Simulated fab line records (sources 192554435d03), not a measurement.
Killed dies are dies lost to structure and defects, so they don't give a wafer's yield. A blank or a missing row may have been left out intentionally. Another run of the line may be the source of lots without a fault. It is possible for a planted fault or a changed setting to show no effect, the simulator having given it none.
fab line records	flow n5Finfet
record lots=6	wafers=18	lastDay=19
route steps=1938 shown BEOL_M0_SAQP@682 BEOL_M4@1111 PASSIVATION@1936
lots untouched by any fault: they come from a run of this same line in which no faults occurred
startH: hours from the record's first day to the start of the lot's first wafer shown	waitH: how many hours have passed since the lot's step before this one	" identical to the entry in the row above	L1.1+2: a single row standing in for several wafers	- no value present, or no start provided	* or withheld: withheld	< > ~ a bound
route shown NAME@n: NAME is a module with steps in the file, n the number in the route of the first one	usual: mean and standard deviation over wafers with no fault	same: alike in all rows	chamber/n: place in a boat	sites: each site's reading	_std_site: their standard deviation	_edge_site: outer sites' mean less inner sites'	radiusMm: how far each site lies from the wafer's centre	mask NAME#n: copy n	behind: the most recent tool/chamber to have shaped the wafer	hold: cause of the lot's hold/its duration in hours/its outcome	device: the transistor (n, p or np) that didn't switch	end of line: the route-end tests of the same wafers	for a step that has no rows: nothing shown but its recipe	killed: dies lost to structure and defects at the first sort, not the wafer's yield	map: a wafer's dies, marking killed ones x, the rest . and places with no die _
set.NAME: setting as actually run; set.NAME@STEP: the setting as run at that earlier step	model.NAME: the simulator's own value behind a step, which no gauge read
lots at some steps of the route; a table a step, a row a wafer
services: when a tool's chamber went out of use (startH, in hours from the record's first day, below 0 if earlier), for how many hours, and the reason
## steps
# step N5_BEOL_M0_SAQP_COAT_87
# recipe resist=underlayer	tempC=205	timeS=60	spinRpm=1500	resistThkNm=5
# step N5_BEOL_M0_SAQP_COAT_34
# recipe resist=CAR-EUV	spinRpm=1500	resistThkNm=30
# step N5_BEOL_M0_SAQP_EBR_36
# recipe solvent=PGMEA	ebrWidthMm=1.5
# step N5_BEOL_M0_SAQP_SOFTBAKE_35
# recipe tempC=110	timeS=60	resist=CAR-EUV
# step N5_BEOL_M0_SAQP_EXPOSE_37
# recipe maskId=M0_CUT1	na=0.33	sourceShape=annular	sigmaInner=0.35	sigmaOuter=0.8	polarization=unpolarized	targetCdNm=30	doseMj=44.75
# step N5_BEOL_M0_SAQP_PEB_38
# recipe pebTempC=100	pebTimeS=60	resist=CAR-EUV
# step N5_BEOL_M0_SAQP_DEVELOP_39
# recipe developTimeS=30	developer=TMAH	resist=CAR-EUV	rinseLiquid=surfactantRinse	dry=airSpin	devTempC=23
# step N5_BEOL_M0_SAQP_CD_MEAS_40
# recipe targetCdNm=30	landingEnergyEv=500	detector=seInlens
# usual cdNm=29.97/0.25
lot.wafer	tool	chamber	startH	waitH	cdNm
L194.2	cdSem-02	0	139.57	-	29.78
L194.3	"	0	"	"	30.49
L194.5	"	0	"	"	30.21
L195.2	cdSem-01	0	150.68	-	29.88
L195.4	"	0	"	"	30.13
L195.5	"	0	"	"	29.99
L198.1	cdSem-03	0	168.18	-	29.69
L198.3	"	0	"	"	29.79
L198.4	"	0	"	"	29.72
L200.3	cdSem-03	0	176.31	-	29.81
L200.5	"	0	"	"	29.87
L200.6	"	0	"	"	29.43
L207.2	cdSem-03	0	219.22	-	30.23
L207.4	"	0	"	"	29.69
L207.6	"	0	"	"	29.96
L209.1	cdSem-01	0	228.93	-	29.96
L209.2	"	0	"	"	29.83
L209.3	"	0	"	"	29.92
# step N5_BEOL_M0_SAQP_OVL_MEAS_41
# recipe pointsPerWafer=522
# usual M0_CUT1_OVL=-0.1/0.66
lot.wafer	tool	chamber	startH	waitH	M0_CUT1_OVL[nm]
L194.2	overlay-02	0	139.61	0.0	-0.7
L194.3	"	0	"	"	0.2
L194.5	"	0	"	"	-0.8
L195.2	overlay-02	0	150.72	0.0	0.9
L195.4	"	0	"	"	1.2
L195.5	"	0	"	"	0.7
L198.1	overlay-01	0	168.21	0.0	0.3
L198.3	"	0	"	"	0.0
L198.4	"	0	"	"	0.7
L200.3	overlay-02	0	176.35	0.0	-1.4
L200.5	"	0	"	"	-1.1
L200.6	"	0	"	"	-0.9
L207.2	overlay-01	0	219.26	0.0	-0.8
L207.4	"	0	"	"	-0.2
L207.6	"	0	"	"	-0.1
L209.1	overlay-02	0	228.96	0.0	0.2
L209.2	"	0	"	"	-0.7
L209.3	"	0	"	"	-1.0
# step N5_BEOL_M0_SAQP_INSPECT_42
# recipe mode=adi	inspectInstrument=brightfield
# usual rawDefectCount=276/74
lot.wafer	tool	chamber	startH	waitH	rawDefectCount
L194.2	defectInspect-01	-	139.66	0.0	273
L194.3	"	-	"	"	151
L194.5	"	-	"	"	321
L195.2	defectInspect-02	-	150.77	0.0	258
L195.4	"	-	"	"	320
L195.5	"	-	"	"	486
L198.1	defectInspect-02	-	168.26	0.1	170
L198.3	"	-	"	"	201
L198.4	"	-	"	"	235
L200.3	defectInspect-02	-	176.40	0.0	316
L200.5	"	-	"	"	216
L200.6	"	-	"	"	303
L207.2	defectInspect-02	-	219.31	0.0	450
L207.4	"	-	"	"	382
L207.6	"	-	"	"	346
L209.1	defectInspect-02	-	229.02	0.1	265
L209.2	"	-	"	"	232
L209.3	"	-	"	"	328
# step N5_BEOL_M0_SAQP_DESCUM_45
# recipe chemistry=O2	timeS=7	sourcePowerW=50	biasPowerW=20	pressureMtorr=20	rfFrequencyHz=2.712e+07	tempC=40	resist=CAR-EUV	o2FlowSccm=225
# usual drypumpMotorCurrentA=5.7/0.44	oesProductAu=0.79/0.076	rfFwdPowerW=49.35/0.24	rfVppV=243.4/1.4	showerheadPlenumPTorr=2.12/0.07	throttleValvePct=20.50/0.2
lot.wafer	tool	chamber	startH	waitH	drypumpMotorCurrentA	oesProductAu	rfFwdPowerW	rfHoursCounterH	rfVppV	showerheadPlenumPTorr	throttleValvePct
L194.2	rieDiel-02	0	139.70	0.0	5.5	0.83	48.98	89	243.0	2.03	20.26
L194.3	"	1	"	"	5.4	0.87	49.32	53	244.6	2.21	20.14
L194.5	"	1	"	"	5.4	0.87	49.05	-	245.7	2.21	20.13
L195.2	rieDiel-03	2	150.80	0.0	5.4	0.68	49.64	210	244.0	2.19	20.75
L195.4	"	3	"	"	4.9	0.75	49.47	168	244.3	2.17	20.71
L195.5	"	0	"	"	6.0	0.90	49.17	-	242.6	2.14	20.35
L198.1	rieDiel-03	1	168.48	0.2	6.4	0.77	49.62	149	241.9	2.13	20.66
L198.3	"	2	"	"	5.4	0.68	49.22	215	243.6	2.19	20.78
L198.4	"	0	"	"	6.0	0.89	49.05	30	244.0	2.14	20.36
L200.3	rieDiel-03	1	176.59	0.2	6.5	0.77	49.59	151	243.7	2.12	20.65
L200.5	"	1	"	"	6.5	0.77	49.49	-	243.8	2.13	20.66
L200.6	"	0	"	"	6.0	0.88	49.02	-	243.8	2.14	20.37
L207.2	rieDiel-02	3	219.37	0.1	5.7	0.73	49.33	207	242.4	1.96	20.38
L207.4	"	2	"	"	5.5	0.73	49.39	187	243.1	2.09	20.51
L207.6	"	3	"	"	5.7	0.73	49.52	-	242.2	1.96	20.38
L209.1	rieDiel-02	0	229.05	0.0	5.5	0.79	49.52	112	241.5	2.02	20.29
L209.2	"	2	"	"	5.5	0.73	49.04	189	242.7	2.09	20.50
L209.3	"	1	"	"	5.5	0.84	49.10	77	245.3	2.20	20.16
# step N5_BEOL_M0_SAQP_ETCH_88
# recipe chemistry=N2/H2	target=underlayer	targetDepthA=65	timeS=5.2	ionEnergyEv=200	maskMaterial=CAR-EUV	pressureMtorr=30	sourceW=840	biasW=150	n2FlowSccm=200	h2FlowSccm=200	ends=cleared
# usual drypumpMotorCurrentA=5.7/0.44	etchRfOnTimeS=5.21/0.2	oesProductAu=0.67/0.057	rfFwdPowerW=819.3/2.6	rfVppV=524.5/2.6	showerheadPlenumPTorr=2.56/0.083	throttleValvePct=17.87/0.2
lot.wafer	tool	chamber	startH	waitH	drypumpMotorCurrentA	etchRfOnTimeS	oesProductAu	rfFwdPowerW	rfHoursCounterH	rfVppV	showerheadPlenumPTorr	throttleValvePct
L194.2	rieDiel-02	0	139.73	0.0	5.5	5.41	0.68	815.1	89	521.9	2.48	17.80
L194.3	"	1	"	"	5.4	4.89	0.76	819.9	53	528.1	2.68	17.54
L194.5	"	1	"	"	5.4	4.87	0.74	823.1	-	529.0	2.68	17.56
L195.2	rieDiel-03	2	150.84	0.0	5.4	5.07	0.60	821.0	210	526.9	2.61	17.95
L195.4	"	3	"	"	4.9	5.05	0.65	816.0	168	527.5	2.64	18.26
L195.5	"	0	"	"	6.0	5.39	0.74	816.8	-	526.4	2.63	18.02
L198.1	rieDiel-03	1	168.52	0.0	6.5	5.26	0.65	819.0	149	523.8	2.54	17.72
L198.3	"	2	"	"	5.4	5.09	0.60	817.6	215	524.3	2.61	17.90
L198.4	"	0	"	"	6.0	5.45	0.73	817.1	30	526.6	2.63	18.04
L200.3	rieDiel-03	1	176.63	0.0	6.5	5.23	0.66	819.4	151	522.5	2.54	17.72
L200.5	"	1	"	"	6.5	5.24	0.66	819.2	-	523.0	2.54	17.73
L200.6	"	0	"	"	6.0	5.54	0.73	821.1	-	525.9	2.63	18.05
L207.2	rieDiel-02	3	219.41	0.0	5.7	5.53	0.61	823.6	207	521.9	2.41	17.90
L207.4	"	2	"	"	5.5	4.88	0.66	823.2	187	523.7	2.51	17.88
L207.6	"	3	"	"	5.7	5.54	0.61	819.9	-	520.1	2.41	17.91
L209.1	rieDiel-02	0	229.09	0.0	5.5	5.38	0.67	823.8	112	523.7	2.47	17.86
L209.2	"	2	"	"	5.5	4.91	0.64	821.3	189	522.8	2.51	17.84
L209.3	"	1	"	"	5.4	4.87	0.72	821.5	77	528.0	2.67	17.58
# step N5_BEOL_M0_SAQP_ETCH_73
# recipe chemistry=CF4	target=SiARC	targetDepthA=195	maskMaterial=CAR-EUV	timeS=32.5	ionEnergyEv=80	pressureMtorr=40	sourceW=545	biasW=36	Ar_flow_sccm=100	cf4FlowSccm=100	ends=cleared
# usual drypumpMotorCurrentA=5.7/0.44	etchRfOnTimeS=32.6/1.2	oesProductAu=0.67/0.057	rfFwdPowerW=533.0/2.4	rfVppV=184.2/1.2	showerheadPlenumPTorr=2.16/0.067	throttleValvePct=15.61/0.18
lot.wafer	tool	chamber	startH	waitH	drypumpMotorCurrentA	etchRfOnTimeS	oesProductAu	rfFwdPowerW	rfHoursCounterH	rfVppV	showerheadPlenumPTorr	throttleValvePct
L194.2	rieDiel-02	0	139.75	0.0	5.5	33.7	0.69	530.7	89	183.6	2.07	15.39
L194.3	"	1	"	"	5.5	30.8	0.75	532.0	53	184.4	2.27	15.37
L194.5	"	1	"	"	5.4	30.9	0.75	530.2	-	185.4	2.27	15.36
L195.2	rieDiel-03	2	150.85	0.0	5.4	32.3	0.60	534.0	210	183.9	2.19	15.62
L195.4	"	3	"	"	4.9	31.8	0.65	534.6	168	185.4	2.22	15.88
L195.5	"	0	"	"	6.0	34.2	0.74	531.5	-	184.9	2.19	15.48
L198.1	rieDiel-03	1	168.54	0.0	6.4	39.8	0.59	537.3	149	182.0	2.15	15.69
L198.3	"	2	"	"	5.4	32.4	0.60	530.4	215	185.3	2.19	15.63
L198.4	"	0	"	"	6.0	34.3	0.74	529.1	30	184.9	2.19	15.48
L200.3	rieDiel-03	1	176.64	0.0	6.5	32.8	0.65	535.5	151	182.7	2.15	15.68
L200.5	"	1	"	"	6.5	32.9	0.65	534.1	-	184.7	2.15	15.70
L200.6	"	0	"	"	6.0	42.4	0.65	531.5	-	184.6	2.19	15.49
L207.2	rieDiel-02	3	219.42	0.0	5.7	34.6	0.61	536.9	207	183.3	2.02	15.77
L207.4	"	2	"	"	5.5	30.2	0.66	529.9	187	181.9	2.14	15.71
L207.6	"	3	"	"	5.7	34.6	0.61	535.5	-	183.1	2.02	15.77
L209.1	rieDiel-02	0	229.10	0.0	5.5	33.2	0.68	531.7	112	182.1	2.06	15.45
L209.2	"	2	"	"	5.5	30.7	0.65	531.8	189	182.9	2.14	15.75
L209.3	"	1	"	"	5.4	30.8	0.72	534.4	77	184.6	2.26	15.41
# step N5_BEOL_M0_SAQP_CUT_ETCH_46
# recipe chemistry=N2/H2	target=SOC	targetDepthA=1350	overetchA=270	tempC=40	timeS=202.5	ionEnergyEv=200	maskMaterial=SiARC	pressureMtorr=30	sourceW=840	biasW=150	n2FlowSccm=200	h2FlowSccm=200
# usual drypumpMotorCurrentA=5.7/0.44	rfFwdPowerW=837.6/2.7	rfVppV=524.4/2.4	showerheadPlenumPTorr=2.56/0.083	throttleValvePct=17.83/0.2
lot.wafer	tool	chamber	startH	waitH	drypumpMotorCurrentA	rfFwdPowerW	rfHoursCounterH	rfVppV	showerheadPlenumPTorr	throttleValvePct
L194.2	rieDiel-02	0	139.78	0.0	5.5	837.0	89	522.6	2.48	17.78
L194.3	"	1	"	"	5.4	839.1	53	528.9	2.68	17.47
L194.5	"	1	"	"	5.4	834.6	-	527.2	2.68	17.49
L195.2	rieDiel-03	2	150.89	0.0	5.4	837.0	210	527.3	2.61	17.86
L195.4	"	3	"	"	4.9	840.9	168	526.5	2.64	18.17
L195.5	"	0	"	"	6.0	835.6	-	526.6	2.63	17.98
L198.1	rieDiel-03	1	168.57	0.0	6.5	843.9	149	523.7	2.54	17.69
L198.3	"	2	"	"	5.4	838.5	215	525.7	2.61	17.86
L198.4	"	0	"	"	6.0	834.8	30	524.5	2.63	17.98
L200.3	rieDiel-03	1	176.67	0.0	6.4	835.4	151	525.6	2.54	17.69
L200.5	"	1	"	"	6.4	837.9	-	523.4	2.54	17.72
L200.6	"	0	"	"	6.0	834.6	-	525.1	2.63	18.00
L207.2	rieDiel-02	3	219.45	0.0	5.7	837.3	207	520.8	2.41	17.88
L207.4	"	2	"	"	5.5	836.1	187	522.5	2.51	17.80
L207.6	"	3	"	"	5.7	835.4	-	521.0	2.41	17.89
L209.1	rieDiel-02	0	229.14	0.0	5.5	843.2	112	520.4	2.47	17.83
L209.2	"	2	"	"	5.5	835.8	190	524.5	2.51	17.79
L209.3	"	1	"	"	5.4	836.6	77	525.4	2.67	17.53
# step N5_BEOL_M4_RC_MEAS_101
# usual DIBL_N=36.5/2.1	DIBL_P=36.6/2.6	IOFF_N=0.17/0.044	IOFF_P=0.21/0.048	ION_N=674/17	ION_P=462/9.5	SS_N=71.6/0.77	SS_P=73.5/0.72	VT_N=250/4.2	VT_P=-250/3.9
lot.wafer	tool	chamber	startH	waitH	DIBL_N[mV/V]	DIBL_P[mV/V]	IOFF_N[nA/um]	IOFF_P[nA/um]	ION_N[uA/um]	ION_P[uA/um]	SS_N[mV/dec]	SS_P[mV/dec]	VT_N[mV]	VT_P[mV]
L194.2	prober-02	0	236.76	0.2	36.8	38.4	0.16	0.20	666	455	72.0	73.2	250	-254
L194.3	"	0	"	"	38.0	39.4	0.21	0.23	675	457	72.2	73.9	245	-249
L194.5	"	0	"	"	38.2	38.3	0.20	0.21	670	454	72.4	73.6	246	-253
L198.1	prober-01	0	252.08	0.0	36.8	34.5	0.16	0.19	677	456	71.7	72.7	249	-250
L198.3	"	0	"	"	39.6	38.7	0.23	0.26	702	476	72.9	73.3	246	-246
L198.4	"	0	"	"	34.7	32.9	0.15	0.18	698	472	71.5	73.0	251	-252
L195.2	prober-01	0	261.78	0.2	37.4	37.6	0.17	0.22	686	465	71.9	73.7	252	-250
L195.4	"	0	"	"	34.7	35.0	0.13	0.18	672	464	71.1	72.8	255	-255
L195.5	"	0	"	"	34.6	34.2	0.12	0.16	662	450	71.6	73.3	257	-254
L200.3	prober-01	0	276.03	0.3	38.7	40.4	0.24	0.26	685	466	71.9	74.7	247	-251
L200.5	"	0	"	"	34.3	34.4	0.13	0.17	661	453	71.3	72.4	255	-257
L200.6	"	0	"	"	34.7	35.8	0.15	0.19	678	462	70.9	73.5	250	-255
L207.2	prober-01	0	323.80	0.2	37.9	38.0	0.16	0.21	662	452	72.5	73.2	251	-252
L207.4	"	0	"	"	40.2	41.2	0.25	0.27	702	471	72.6	74.1	242	-245
L207.6	"	0	"	"	37.2	37.0	0.16	0.20	666	450	72.0	73.9	250	-253
L209.1	prober-01	0	331.27	0.0	39.5	41.0	0.27	0.30	694	472	72.7	73.4	245	-245
L209.2	"	0	"	"	37.8	38.4	0.19	0.24	681	465	72.5	73.4	248	-249
L209.3	"	0	"	"	37.0	38.4	0.19	0.23	702	479	71.4	72.9	246	-248
# step N5_PASSIVATION_PROBE_49
# usual defectLimitedYield=91.2/1.5	killed_at_M0_to_M3=36/10	killed_at_M4_up=14/5.2	killedAtContacts=12/6	killedAtFrontEnd=37/10	killedAtOther=4/3.3	killedDies=104/18	killedOpen=68/14	killedShort=34/7.4	sort_bin_5_function=5.2/1	sort_bin_6_memory=3.3/0.7	sortNPass=1076/18	sortYieldPct=91.2/1.5
# same grossDies=1180	killedAtBackSide=0	sort_bin_4_leakage[%]=0	sort_bin_8_speed[%]=0
lot.wafer	tool	chamber	startH	waitH	defectLimitedYield[%]	killed_at_M0_to_M3	killed_at_M4_up	killedAtContacts	killedAtFrontEnd	killedAtOther	killedDies	killedOpen	killedShort	sort_bin_5_function[%]	sort_bin_6_memory[%]	sortNPass	sortYieldPct[%]
L198.1	prober-02	-	347.31	0.0	90.3	33	19	18	43	1	114	82	30	6.1	3.2	1066	90.3
L198.3	prober-02	-	347.41	0.1	87.8	40	24	26	49	5	144	88	49	6.8	4.7	1036	87.8
L198.4	prober-02	-	347.46	0.2	92.1	19	19	18	36	1	93	62	24	4.1	2.8	1087	92.1
L207.2	prober-02	-	439.47	0.1	88.9	74	11	7	28	11	131	96	34	6.3	4.6	1049	88.9
L207.4	prober-02	-	439.57	0.2	90.8	39	19	8	38	4	108	77	30	5.7	3.1	1072	90.8
L207.6	prober-02	-	439.67	0.3	92.1	38	18	8	27	2	93	67	26	4.6	3.1	1087	92.1
L209.1	prober-02	-	460.04	0.0	92.2	54	10	8	20	0	92	60	32	4.5	3.1	1088	92.2
L209.2	prober-02	-	460.09	0.1	91.5	34	12	10	43	1	100	60	40	5.1	3.1	1080	91.5
L209.3	prober-02	-	460.14	0.1	90.9	51	13	13	29	1	107	68	39	5.6	2.9	1073	90.9
# killed by level:class
L198.1 MOL_CONTACT_COAG:geometricParticle:open=17 STI_FIN_REVEAL:geometricParticle:open=9 FIN_SAQP:geometricParticle:open=8 FIN_SAQP:geometricParticle:short=8 BEOL_M5:geometricParticle:open=7 BEOL_M1:geometricParticle:open=6 BEOL_M3:geometricParticle:open=5 ILD0:geometricParticle:open=4
L198.3 MOL_CONTACT_COAG:geometricParticle:open=19 FIN_SAQP:geometricParticle:short=14 BEOL_M3:geometricParticle:open=11 FIN_SAQP:geometricParticle:open=10 MOL_CONTACT_COAG:geometricParticle:short=7 BEOL_M5:geometricParticle:open=7 BEOL_M0_SAQP:geometricParticle:open=6 BEOL_M0_SAQP:geometricParticle:short=6
L198.4 MOL_CONTACT_COAG:geometricParticle:open=16 FIN_SAQP:geometricParticle:open=9 HKMG_FIN:areaEtch=6 FIN_SAQP:geometricParticle:short=5 BEOL_M1:geometricParticle:open=5 BEOL_M0:geometricParticle:open=4 STARTING-WAFER:geometricParticle:open=4 BEOL_M5:geometricParticle:open=4
L207.2 BEOL_M1:geometricParticle:open=19 BEOL_M3:geometricParticle:open=11 BEOL_M0_SAQP:geometricParticle:short=10 BEOL_M0_SAQP:geometricParticle:open=10 BEOL_M2:geometricParticle:open=8 STI_FIN_REVEAL:geometricParticle:open=7 MOL_CONTACT_COAG:geometricParticle:open=7 PASS1_CAP:geometricParticle:open=6
L207.4 FIN_SAQP:geometricParticle:open=10 BEOL_M2:geometricParticle:open=9 STI_FIN_REVEAL:geometricParticle:open=9 BEOL_M1:geometricParticle:open=9 MOL_CONTACT_COAG:geometricParticle:open=6 BEOL_M0_SAQP:geometricParticle:short=6 BEOL_M3:geometricParticle:open=5 BEOL_M4:geometricParticle:open=5
L207.6 BEOL_M3:geometricParticle:open=11 BEOL_M2:geometricParticle:open=9 BEOL_M1:geometricParticle:open=8 BEOL_M4:geometricParticle:open=8 DUMMY_GATE:geometricParticle:open=7 MOL_CONTACT_COAG:geometricParticle:open=6 FIN_SAQP:geometricParticle:open=5 STI_FIN_REVEAL:geometricParticle:open=4
L209.1 BEOL_M1:geometricParticle:open=12 BEOL_M3:geometricParticle:open=9 BEOL_M0_SAQP:geometricParticle:short=8 BEOL_M0_SAQP:geometricParticle:open=8 MOL_CONTACT_COAG:geometricParticle:open=7 BEOL_M3:geometricParticle:short=6 FIN_SAQP:geometricParticle:open=5 BEOL_M4:geometricParticle:short=5
L209.2 BEOL_M2:geometricParticle:open=10 GATE_CUT:geometricParticle:short=9 GATE_CUT:geometricParticle:open=9 MOL_CONTACT_COAG:geometricParticle:open=9 FIN_SAQP:geometricParticle:short=8 FIN_SAQP:geometricParticle:open=5 STARTING-WAFER:geometricParticle:short=5 BEOL_M0_SAQP:geometricParticle:short=5
L209.3 MOL_CONTACT_COAG:geometricParticle:open=12 BEOL_M2:geometricParticle:open=11 BEOL_M0_SAQP:geometricParticle:short=9 BEOL_M1:geometricParticle:open=9 BEOL_M0_SAQP:geometricParticle:open=8 GATE_CUT:geometricParticle:short=7 FIN_SAQP:geometricParticle:short=6 BEOL_M3:geometricParticle:open=6
## services
tool	chamber	startH	hours	kind
rieDiel-03	3	139.89	3.5	repair
rieDiel-02	2	162.48	6.6	repair
rieDiel-03	3	200.07	23.7	repair
rieDiel-03	2	220.43	3.6	repair
## key
firstSign step=N5_BEOL_M0_SAQP_ETCH_73	reading=etchRfOnTimeS	direction=up	sigmas=7.1	usual=*	struck=*
effect none on later readings
metAt N5_BEOL_M0_SAQP_ETCH_73
struckWafers L198.1,L200.6
onsetBetween 150.85 168.54
fault kind=processParameterDrift	tool=rieDiel-03	chamber=-	onsetH=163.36	steps=N5_BEOL_M0_SAQP_ETCH_73	channel=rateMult	offset=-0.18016	shape=step	endH=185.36	scope=struckWafersOnly
